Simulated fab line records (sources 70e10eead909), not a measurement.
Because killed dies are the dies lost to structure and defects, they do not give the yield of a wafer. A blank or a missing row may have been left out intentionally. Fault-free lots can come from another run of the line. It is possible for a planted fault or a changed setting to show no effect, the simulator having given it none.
fab line records | flow nand-harc
record lots=5 | wafers=15 | last-day=33
route steps=1302 shown A_STAIRCASE@657
lots untouched by any fault: they come from a run of this same line in which no faults occurred
start-h: hours from the record's first day to the start of the lot's first wafer shown | wait-h: how many hours have passed since the lot's step before this one | " the same as in the row above | L1.1+2: a row that stands for several wafers | - no value, or no start was given | * or withheld: withheld | < > ~ a bound
route shown NAME@n: a module of which the file shows steps, and the number in the route of the first | usual: average and standard deviation across the fault-free wafers | same: alike in all rows | chamber/n: place in a boat | sites: readings site by site | _std_site: standard deviation across them | _edge_site: outer sites' mean less inner sites' | radius-mm: for every site, how far away it sits from the centre of the wafer | mask NAME#n: copy n | behind: the most recent tool/chamber to have shaped the wafer | hold: cause of the lot's hold/its duration in hours/its outcome | device: whichever transistor did not switch (one of n, p or np) | end of line: the route-end tests of the same wafers | a step without rows: its recipe alone | killed: dies lost to structure and defects at the first sort, not the wafer's yield | map: a wafer's dies, marking killed ones x, the rest . and places with no die _
set.NAME: setting as actually run; set.NAME@STEP: the setting as run at that earlier step | model.NAME: the simulator's own value behind a step, which no gauge read
a table for each step, a row for each wafer; lots at some steps of the route
services: a tool's chamber out of use, with start hour (start-h, from the record's first day; less than 0 if before it), hours out, and reason
## steps
# step NHARC_A_STAIRCASE_DEHYDRATE_01
# recipe temp-c=150 | time-s=120
# step NHARC_A_STAIRCASE_HMDS_02
# recipe time-s=30
# step NHARC_A_STAIRCASE_COAT_03
# recipe spin-rpm=1200
# step NHARC_A_STAIRCASE_SOFTBAKE_04
# recipe temp-c=135 | time-s=170
# step NHARC_A_STAIRCASE_EBR_05
# step NHARC_A_STAIRCASE_EXPOSE_06
# recipe na=0.5 | dose-mj=25.43 | mask-id=STAIR
# step NHARC_A_STAIRCASE_PEB_07
# recipe peb-temp-c=115 | peb-time-s=130
# step NHARC_A_STAIRCASE_DEVELOP_08
# recipe time-s=140
# step NHARC_A_STAIRCASE_HARDBAKE_10
# recipe temp-c=120 | time-s=140
# step NHARC_A_STAIRCASE_DESCUM_11
# recipe time-s=3 | o2-flow-sccm=200 | ar-flow-sccm=0 | bias-power-w=0 | chemistry=O2
# usual drypump-motor-current-A=5.7/0.51 | o2-flow-sccm=200.0/0.63 | oes-product-au=1.004/0.013 | rf-vpp-V=57.7/0.88 | showerhead-plenum-p-Torr=1.93/0.092 | throttle-valve-pct=11.310/0.0091
lot.wafer | tool        | chamber | start-h | wait-h | drypump-motor-current-A | o2-flow-sccm | oes-product-au | rf-hours-counter-h | rf-vpp-V | showerhead-plenum-p-Torr | throttle-valve-pct
L868.1    | rie-diel-12 | 0       | 351.80  | -      | 6.1                     | 199.8        | 0.994          | 26                 | 57.3     | 2.03                     | 11.312
L868.4    | "           | 1       | "       | "      | 5.2                     | 200.1        | 1.016          | -                  | 57.5     | 2.07                     | 11.308
L868.5    | "           | 0       | "       | "      | 6.1                     | 200.1        | 1.001          | -                  | 58.0     | 2.03                     | 11.324
L869.4    | rie-diel-05 | 0       | 374.84  | -      | 5.4                     | 199.9        | 1.006          | 48                 | 57.0     | 1.95                     | 11.318
L869.5    | "           | 0       | "       | "      | 5.4                     | 200.0        | 1.006          | -                  | 58.1     | 1.95                     | 11.304
L869.6    | "           | 1       | "       | "      | 5.2                     | 199.9        | 1.015          | -                  | 57.7     | 1.83                     | 11.293
L877.4    | rie-diel-05 | 1       | 454.05  | -      | 5.3                     | 199.2        | 0.983          | 15                 | 56.8     | 1.82                     | 11.314
L877.3    | "           | 2       | "       | "      | 6.7                     | 199.1        | 1.008          | 10                 | 57.2     | 1.88                     | 11.321
L877.1    | "           | 0       | "       | "      | 5.4                     | 200.3        | 1.015          | 15                 | 58.7     | 1.94                     | 11.317
L889.3    | rie-diel-09 | 0       | 568.80  | -      | 6.0                     | 199.9        | 1.010          | 25                 | 57.0     | 1.80                     | 11.320
L889.4    | "           | 2       | "       | "      | 6.1                     | 199.8        | 1.012          | 25                 | 57.9     | 2.03                     | 11.316
L889.6    | "           | 0       | "       | "      | 6.0                     | 199.7        | 1.014          | -                  | 57.0     | 1.80                     | 11.325
L888.3    | rie-diel-05 | 1       | 573.42  | -      | 5.2                     | 199.7        | 0.996          | 54                 | 56.8     | 1.81                     | 11.311
L888.2    | "           | 2       | "       | "      | 6.7                     | 200.0        | 1.003          | 47                 | 57.6     | 1.87                     | 11.318
L888.1    | "           | 3       | "       | "      | 5.3                     | 199.8        | 1.007          | 50                 | 58.1     | 1.82                     | 11.297
# step NHARC_A_STAIRCASE_TRIM_12
# recipe time-s=211.2 | o2-flow-sccm=500 | ar-flow-sccm=0 | bias-w=0 | chemistry=O2
# usual drypump-motor-current-A=5.7/0.5 | o2-flow-sccm=499.8/1.4 | oes-product-au=1.005/0.013 | rf-vpp-V=57.9/0.92 | showerhead-plenum-p-Torr=3.55/0.16 | throttle-valve-pct=17.037/0.0087
lot.wafer | tool        | chamber | start-h | wait-h | drypump-motor-current-A | o2-flow-sccm | oes-product-au | rf-hours-counter-h | rf-vpp-V | showerhead-plenum-p-Torr | throttle-valve-pct
L868.1    | rie-diel-12 | 2       | 351.92  | 0.1    | 5.6                     | 500.9        | 1.019          | 27                 | 57.5     | 3.61                     | 17.038
L868.4    | "           | 0       | "       | "      | 6.1                     | 501.0        | 0.985          | -                  | 58.7     | 3.74                     | 17.044
L868.5    | "           | 1       | "       | "      | 5.2                     | 500.7        | 1.024          | -                  | 58.7     | 3.79                     | 17.030
L869.4    | rie-diel-05 | 3       | 374.97  | 0.1    | 5.2                     | 502.2        | 0.987          | 46                 | 56.8     | 3.39                     | 17.051
L869.5    | "           | 0       | "       | "      | 5.4                     | 500.7        | 1.003          | -                  | 57.6     | 3.59                     | 17.040
L869.6    | "           | 1       | "       | "      | 5.3                     | 499.2        | 1.015          | -                  | 56.2     | 3.39                     | 17.037
L877.4    | rie-diel-05 | 0       | 454.19  | 0.1    | 5.4                     | 500.5        | 1.023          | 15                 | 58.3     | 3.58                     | 17.040
L877.1    | "           | 1       | "       | "      | 5.3                     | 498.5        | 0.999          | 15                 | 59.1     | 3.37                     | 17.043
L877.3    | "           | 2       | "       | "      | 6.7                     | 500.2        | 1.014          | 10                 | 59.4     | 3.48                     | 17.014
L889.4    | rie-diel-09 | 3       | 568.89  | 0.1    | 5.8                     | 497.9        | 0.988          | 22                 | 58.6     | 3.53                     | 17.041
L889.3    | "           | 1       | "       | "      | 6.2                     | 501.8        | 0.993          | 27                 | 58.8     | 3.69                     | 17.032
L889.6    | "           | 2       | "       | "      | 6.1                     | 499.9        | 0.999          | -                  | 57.6     | 3.73                     | 17.039
L888.2    | rie-diel-05 | 1       | 573.51  | 0.1    | 5.3                     | 497.6        | 0.996          | 54                 | 57.5     | 3.35                     | 17.035
L888.3    | "           | 2       | "       | "      | 6.7                     | 499.3        | 1.008          | 47                 | 57.5     | 3.46                     | 17.036
L888.1    | "           | 0       | "       | "      | 5.4                     | 498.3        | 1.006          | 54                 | 57.6     | 3.55                     | 17.033
# step NHARC_A_STAIRCASE_ETCH_13
# recipe target-depth-a=1000 | time-s=40.5 | ion-energy-ev=400 | c4f8-flow-sccm=20 | o2-flow-sccm=10 | ar-flow-sccm=withheld | rf-w=600 | bias-w=1000 | chemistry=C4F8/O2
# usual oes-product-au=0.945/0.015 | rf-vpp-V=897/5.6 | run-length-s=61.8/0.35
lot.wafer | tool        | chamber | start-h | wait-h | oes-product-au | rf-hours-counter-h | rf-vpp-V | run-length-s
L868.1    | rie-diel-12 | 1       | 352.50  | -      | 0.939          | 27                 | 905      | 61.6
L868.4    | "           | 2       | "       | "      | 0.942          | -                  | 898      | 61.7
L868.5    | "           | 0       | "       | "      | 0.914          | -                  | 903      | 62.4
L869.4    | rie-diel-05 | 1       | 375.09  | -      | 0.954          | 49                 | 892      | 61.7
L869.5    | "           | 2       | "       | "      | 0.954          | -                  | 895      | 61.9
L869.6    | "           | 3       | "       | "      | 0.941          | -                  | 891      | 61.8
L877.3    | rie-diel-05 | 1       | 454.64  | -      | 0.910          | 16                 | 892      | 61.7
L877.4    | "           | 2       | "       | "      | 0.934          | 10                 | 893      | 62.0
L877.1    | "           | 3       | "       | "      | 0.925          | 15                 | 889      | 52.2
L889.3    | rie-diel-09 | 2       | 569.03  | -      | 0.942          | 25                 | 904      | 61.2
L889.4    | "           | 3       | "       | "      | 0.922          | 22                 | 897      | 62.4
L889.6    | "           | 3       | "       | "      | 0.916          | -                  | 896      | 62.6
L888.1    | rie-diel-05 | 2       | 573.66  | -      | 0.967          | 47                 | 893      | 62.1
L888.2    | "           | 3       | "       | "      | 0.967          | 50                 | 890      | 61.7
L888.3    | "           | 0       | "       | "      | 0.964          | 54                 | 897      | 61.9
# step NHARC_A_STAIRCASE_TRIM_14
# recipe time-s=211.2 | o2-flow-sccm=500 | ar-flow-sccm=0 | bias-w=0 | chemistry=O2
# usual drypump-motor-current-A=5.7/0.49 | o2-flow-sccm=500.0/1.4 | oes-product-au=1.004/0.012 | rf-vpp-V=57.9/0.84 | showerhead-plenum-p-Torr=3.56/0.16 | throttle-valve-pct=17.037/0.0092
lot.wafer | tool        | chamber | start-h | wait-h | drypump-motor-current-A | o2-flow-sccm | oes-product-au | rf-hours-counter-h | rf-vpp-V | showerhead-plenum-p-Torr | throttle-valve-pct
L868.1    | rie-diel-12 | 0       | -       | -      | 6.0                     | 498.8        | 0.989          | 26                 | 58.5     | 3.74                     | 17.037
L868.4    | "           | 2       | "       | "      | 5.6                     | 500.0        | 1.011          | -                  | 57.8     | 3.61                     | 17.038
L868.5    | "           | 0       | "       | "      | 6.0                     | 500.2        | 0.994          | -                  | 58.3     | 3.74                     | 17.047
L869.4    | rie-diel-05 | 1       | -       | -      | 5.3                     | 498.8        | 1.011          | 49                 | 57.6     | 3.39                     | 17.050
L869.6    | "           | 3       | "       | "      | 5.3                     | 499.7        | 0.980          | -                  | 58.2     | 3.39                     | 17.026
L869.5    | "           | 0       | "       | "      | 5.4                     | 499.2        | 1.007          | -                  | 59.0     | 3.59                     | 17.029
L877.1    | rie-diel-05 | 3       | -       | -      | 5.3                     | 501.9        | 0.987          | 15                 | 56.8     | 3.38                     | 17.040
L877.3    | "           | 0       | "       | "      | 5.4                     | 499.9        | 1.004          | 16                 | 57.3     | 3.57                     | 17.038
L877.4    | "           | 2       | "       | "      | 6.7                     | 499.4        | 1.010          | 10                 | 57.8     | 3.48                     | 17.041
L889.4    | rie-diel-09 | 0       | -       | -      | 6.0                     | 499.8        | 1.022          | 25                 | 57.3     | 3.34                     | 17.032
L889.3    | "           | 2       | "       | "      | 6.1                     | 501.0        | 1.001          | 25                 | 57.7     | 3.73                     | 17.041
L889.6    | "           | 0       | "       | "      | 6.0                     | 500.9        | 1.018          | -                  | 57.6     | 3.34                     | 17.036
L888.3    | rie-diel-05 | 2       | -       | -      | 6.7                     | 498.2        | 1.005          | 47                 | 58.0     | 3.46                     | 17.041
L888.2    | "           | 0       | "       | "      | 5.4                     | 500.0        | 1.001          | 54                 | 58.9     | 3.55                     | 17.050
L888.1    | "           | 1       | "       | "      | 5.3                     | 499.8        | 0.983          | 54                 | 58.0     | 3.35                     | 17.030
## services
tool        | chamber | start-h | hours | kind
rie-diel-05 | 0       | 337.18  | -     | clean
rie-diel-05 | 1       | 337.18  | -     | clean
rie-diel-05 | 2       | 337.18  | -     | clean
rie-diel-05 | 3       | 337.18  | -     | clean
rie-diel-12 | 3       | 338.90  | 21.6  | repair
rie-diel-05 | 3       | 343.92  | 16.0  | repair
rie-diel-05 | 0       | 361.68  | -     | clean
rie-diel-05 | 1       | 361.68  | -     | clean
rie-diel-05 | 2       | 361.68  | -     | clean
rie-diel-05 | 3       | 361.68  | -     | clean
rie-diel-09 | 3       | 369.41  | 2.4   | repair
rie-diel-05 | 0       | 386.18  | -     | clean
rie-diel-05 | 1       | 386.18  | -     | clean
rie-diel-05 | 2       | 386.18  | -     | clean
rie-diel-05 | -       | 406.60  | 9.0   | pm
rie-diel-09 | 2       | 436.62  | 4.4   | repair
rie-diel-12 | -       | 446.93  | 9.0   | pm
rie-diel-12 | 0       | 476.15  | 8.5   | repair
rie-diel-09 | -       | 497.12  | 9.0   | pm
rie-diel-05 | 1       | 526.54  | 6.4   | repair
rie-diel-05 | -       | 541.85  | 0.6   | repair
rie-diel-09 | 3       | 542.58  | 2.1   | repair
rie-diel-05 | -       | 544.38  | 0.7   | repair
rie-diel-12 | -       | 551.43  | 0.1   | repair
## key
first-sign step=NHARC_A_STAIRCASE_ETCH_13 | reading=run-length-s | direction=down | sigmas=27 | usual=* | struck=*
effect none on later readings
met-at NHARC_A_STAIRCASE_ETCH_13
struck-wafers L877.1
sort-left-out L877.1
tester-left-out L877
onset-between 375.09 454.64
fault kind=process-parameter-drift | tool=rie-diel-05 | chamber=3 | onset-h=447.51 | steps=NHARC_A_STAIRCASE_ETCH_13 | channel=time-s | offset=* | shape=step | end-h=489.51 | acts-in=* | stated=*
# tester-left-out: of these lots the tester's yield and bins aren't shown, on N5 and GAA mostly nor the transistor test; their killed dies are dies lost to structure and defects alone, not to doping, threshold or leakage, so they don't give the yield
# sort-left-out: the simulated sort isn't trusted on such a fault, so these wafers' sort isn't shown, and their yield isn't known
